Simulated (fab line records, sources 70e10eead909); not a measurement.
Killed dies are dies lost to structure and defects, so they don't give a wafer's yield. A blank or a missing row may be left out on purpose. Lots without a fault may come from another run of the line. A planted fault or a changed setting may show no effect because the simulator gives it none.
Which tool did it? | flow nand_harc | 13 lots, 39 wafers sampled, at 5 steps of a route of 1302

WHAT THE GAUGES READ, wafer by wafer
NHARC_END_SORT_01. Usual: killed_at_array 55, standard deviation 22; killed_at_other 0.9, standard deviation 1.2; killed_at_periphery 3.6, standard deviation 2.3; killed_dies 60, standard deviation 22; killed_open 3.2, standard deviation 1.9; killed_short 2.5, standard deviation 1.6.
lot  | measured     | on        | killed_at_array | killed_at_other | killed_at_periphery | killed_dies | killed_open | killed_short | flag
L812 | day 25 14:04 | prober-02 | 153 140 77      | 0 0 0           | 2 3 3               | 155 143 80  | 1 2 3       | 3 2 2        | OFF
L821 | day 29 16:19 | prober-01 | 66 71 74        | 0 0 1           | 1 2 4               | 67 73 79    | 2 5 4       | 2 1 3        |

WHICH TOOL RAN EACH LOT (tool, then ch and the chambers of the sampled wafers, then the start)
lot  | NHARC_A_WL_FILL_CVD_20        | NHARC_THIN_TSV_STRIP_45              | NHARC_THIN_TSV_ETCHBACK_48         | NHARC_THIN_TSV_STRIP_62
L808 | cvd_w-01 ch 0,1, day 21 05:08 | plasma_asher-01 ch 0,1, day 23 18:52 | rie_diel-05 ch 1,2,3, day 23 20:04 | plasma_asher-02 ch 0,1, day 23 20:25
L810 | cvd_w-01 ch 0,1, day 21 20:22 | plasma_asher-01 ch 0,1, day 24 12:25 | rie_diel-04 ch 0,2,3, day 24 13:37 | plasma_asher-02 ch 0,1, day 24 13:59
L812 | cvd_w-01 ch 0,1, day 22 10:54 | plasma_asher-01 ch 0,1, day 24 23:16 | rie_diel-05 ch 0,1,3, day 25 00:28 | plasma_asher-02 ch 0,1, day 25 00:49
L821 | cvd_w-01 ch 0, day 26 08:52   | plasma_asher-02 ch 0,1, day 29 01:43 | rie_diel-04 ch 0,1,3, day 29 02:56 | plasma_asher-01 ch 0,1, day 29 03:15
L820 | cvd_w-01 ch 0,1, day 26 08:59 | plasma_asher-01 ch 0,1, day 29 02:58 | rie_diel-04 ch 0,2,3, day 29 04:08 | plasma_asher-01 ch 0,1, day 29 04:31
L823 | cvd_w-01 ch 0,1, day 27 00:44 | plasma_asher-01 ch 0,1, day 29 17:21 | rie_diel-04 ch 0,1,3, day 29 18:39 | plasma_asher-01 ch 0,1, day 29 18:56
L824 | cvd_w-02 ch 0,1, day 28 04:24 | plasma_asher-01 ch 0,1, day 30 22:56 | rie_diel-06 ch 0,1,3, day 31 00:08 | plasma_asher-01 ch 0,1, day 31 00:30
L825 | cvd_w-01 ch 0,1, day 28 04:25 | plasma_asher-02 ch 1, day 31 00:16   | rie_diel-05 ch 0,2,3, day 31 01:29 | plasma_asher-02 ch 1, day 31 01:55
L827 | cvd_w-01 ch 0,1, day 28 21:40 | plasma_asher-01 ch 0,1, day 31 15:11 | rie_diel-04 ch 0,2,3, day 31 16:20 | plasma_asher-01 ch 0,1, day 31 16:57
L826 | cvd_w-02 ch 0,1, day 29 01:51 | plasma_asher-01 ch 0,1, day 31 16:46 | rie_diel-04 ch 0,1,3, day 31 17:54 | plasma_asher-02 ch 0,1, day 31 18:16
L829 | cvd_w-02 ch 0,1, day 29 17:06 | plasma_asher-01 ch 0,1, day 32 14:07 | rie_diel-06 ch 0,1, day 32 15:16   | plasma_asher-01 ch 0,1, day 32 15:38
L828 | cvd_w-02 ch 0,1, day 29 17:13 | plasma_asher-02 ch 0,1, day 32 15:13 | rie_diel-05 ch 0,1,2, day 32 16:25 | plasma_asher-01 ch 0,1, day 32 16:46
L830 | cvd_w-01 ch 0,1, day 30 06:34 | plasma_asher-02 ch 0,1, day 32 21:07 | rie_diel-04 ch 0,2,3, day 32 22:19 | plasma_asher-01 ch 0,1, day 32 23:10
- NHARC_A_WL_FILL_CVD_20: deposits W, target thk 100 nm, time 74 s.
- NHARC_THIN_TSV_STRIP_45: strips in O2.
- NHARC_THIN_TSV_ETCHBACK_48: etches the open film in C4F8/Ar, target depth 1028.5 nm, time 405.17 s.
- NHARC_THIN_TSV_STRIP_62: strips in N2/H2, time 20 s.

WHAT THE TOOLS THEMSELVES READ (means of the sampled wafers that have a number; where no wafer has one, the mark that the record gives instead)
NHARC_A_WL_FILL_CVD_20. Usual: heater_power_outer_w 487 W, standard deviation 32; heater_power_w 788 W, standard deviation 70; susceptor_temp_C 399.99 C, standard deviation 0.2; throttle_valve_pct 8.10 %, standard deviation 0.16.
lot  | tool     | heater_power_outer_w (W) | heater_power_w (W) | susceptor_temp_C (C) | throttle_valve_pct (%) | flag
L808 | cvd_w-01 | 492                      | 829                | -                    | 7.92                   | OFF
L810 | cvd_w-01 | 498                      | 838                | 400.18               | 8.11                   |
L812 | cvd_w-01 | 480                      | 784                | 399.82               | 8.18                   |
L821 | cvd_w-01 | 477                      | 815                | -                    | 8.01                   | OFF
L820 | cvd_w-01 | 484                      | 802                | -                    | 8.23                   | OFF
L823 | cvd_w-01 | 478                      | 803                | 399.99               | 8.05                   |
L824 | cvd_w-02 | 465                      | 722                | 399.95               | 8.16                   |
L825 | cvd_w-01 | 485                      | 776                | -                    | 8.19                   | OFF
L827 | cvd_w-01 | 477                      | 769                | -                    | 8.19                   | OFF
L826 | cvd_w-02 | 467                      | 727                | -                    | 7.94                   | OFF
L829 | cvd_w-02 | 479                      | 771                | 399.84               | 8.07                   |
L828 | cvd_w-02 | 459                      | 734                | 399.86               | 8.01                   |
L830 | cvd_w-01 | 481                      | 771                | -                    | 8.20                   | OFF

NHARC_THIN_TSV_STRIP_45. Usual: drypump_motor_current_A 5.7 A, standard deviation 0.32; heater_power_w 342 W, standard deviation 34.
lot  | tool            | drypump_motor_current_A (A) | heater_power_w (W) | flag
L808 | plasma_asher-01 | 5.9                         | 328                |
L810 | plasma_asher-01 | 5.6                         | 354                |
L812 | plasma_asher-01 | 5.9                         | 323                |
L821 | plasma_asher-02 | 5.8                         | 348                |
L820 | plasma_asher-01 | 5.6                         | 348                |
L823 | plasma_asher-01 | 5.9                         | 326                |
L824 | plasma_asher-01 | 5.9                         | 323                |
L825 | plasma_asher-02 | 5.9                         | 352                |
L827 | plasma_asher-01 | 5.9                         | 319                |
L826 | plasma_asher-01 | 5.9                         | 323                |
L829 | plasma_asher-01 | 5.6                         | 346                |
L828 | plasma_asher-02 | 5.7                         | 349                |
L830 | plasma_asher-02 | 5.6                         | 346                |

NHARC_THIN_TSV_ETCHBACK_48. Usual: oes_product_au 0.938 a.u., standard deviation 0.029; rf_vpp_V 546 V, standard deviation 3.2.
lot  | tool        | oes_product_au (a.u.) | rf_vpp_V (V) | flag
L808 | rie_diel-05 | 0.921                 | 546          |
L810 | rie_diel-04 | 0.930                 | 546          |
L812 | rie_diel-05 | 0.915                 | 544          |
L821 | rie_diel-04 | 0.929                 | 546          |
L820 | rie_diel-04 | 0.932                 | 545          |
L823 | rie_diel-04 | 0.926                 | 547          |
L824 | rie_diel-06 | 0.953                 | 546          |
L825 | rie_diel-05 | 0.926                 | 547          |
L827 | rie_diel-04 | 0.956                 | 546          |
L826 | rie_diel-04 | 1.002                 | 546          |
L829 | rie_diel-06 | 0.922                 | 545          |
L828 | rie_diel-05 | 0.922                 | 547          |
L830 | rie_diel-04 | 0.911                 | 546          |

NHARC_THIN_TSV_STRIP_62. Usual: drypump_motor_current_A 5.7 A, standard deviation 0.32; heater_power_w 343 W, standard deviation 35.
lot  | tool            | drypump_motor_current_A (A) | heater_power_w (W) | flag
L808 | plasma_asher-02 | 5.8                         | 364                |
L810 | plasma_asher-02 | 5.7                         | 362                |
L812 | plasma_asher-02 | 5.8                         | 360                |
L821 | plasma_asher-01 | 5.9                         | 326                |
L820 | plasma_asher-01 | 5.8                         | 326                |
L823 | plasma_asher-01 | 5.9                         | 326                |
L824 | plasma_asher-01 | 5.6                         | 352                |
L825 | plasma_asher-02 | 6.0                         | 352                |
L827 | plasma_asher-01 | 5.8                         | 322                |
L826 | plasma_asher-02 | 5.6                         | 338                |
L829 | plasma_asher-01 | 5.6                         | 355                |
L828 | plasma_asher-01 | 5.6                         | 350                |
L830 | plasma_asher-01 | 5.8                         | 324                |

THE ANSWER, worked out from the rows above alone
Rule: a lot is off if the mean of its wafers that have a number lies more than 3 standard deviations from the usual mean. A lot without any number at a reading at which 4 lots or more have one is off too. The other lots that the step has rows for count as sound. The gauges are gone through in route order, then the tools' own readings, and for those a lot's mean is taken as printed above. The first step at which some lot is off is used, and at that step the reading that is off furthest; a lot without a number counts as furthest.
Off: L812, at NHARC_END_SORT_01 (killed_at_array). Neither off nor sound, because the step has no rows for them: L808, L810, L820, L823, L824, L825, L827, L826, L829, L828, L830.
A tool fits if, at a process step before that reading, it ran every lot that is off, and no sound lot after the first of them. The gauges at NHARC_END_SORT_01 are tried like those tools. Can't be told from this: 4 tools fit, plasma_asher-01 at NHARC_THIN_TSV_STRIP_45, rie_diel-05 at NHARC_THIN_TSV_ETCHBACK_48, plasma_asher-02 at NHARC_THIN_TSV_STRIP_62, prober-02 at NHARC_END_SORT_01.

WHAT THE SIMULATOR HAD PUT IN
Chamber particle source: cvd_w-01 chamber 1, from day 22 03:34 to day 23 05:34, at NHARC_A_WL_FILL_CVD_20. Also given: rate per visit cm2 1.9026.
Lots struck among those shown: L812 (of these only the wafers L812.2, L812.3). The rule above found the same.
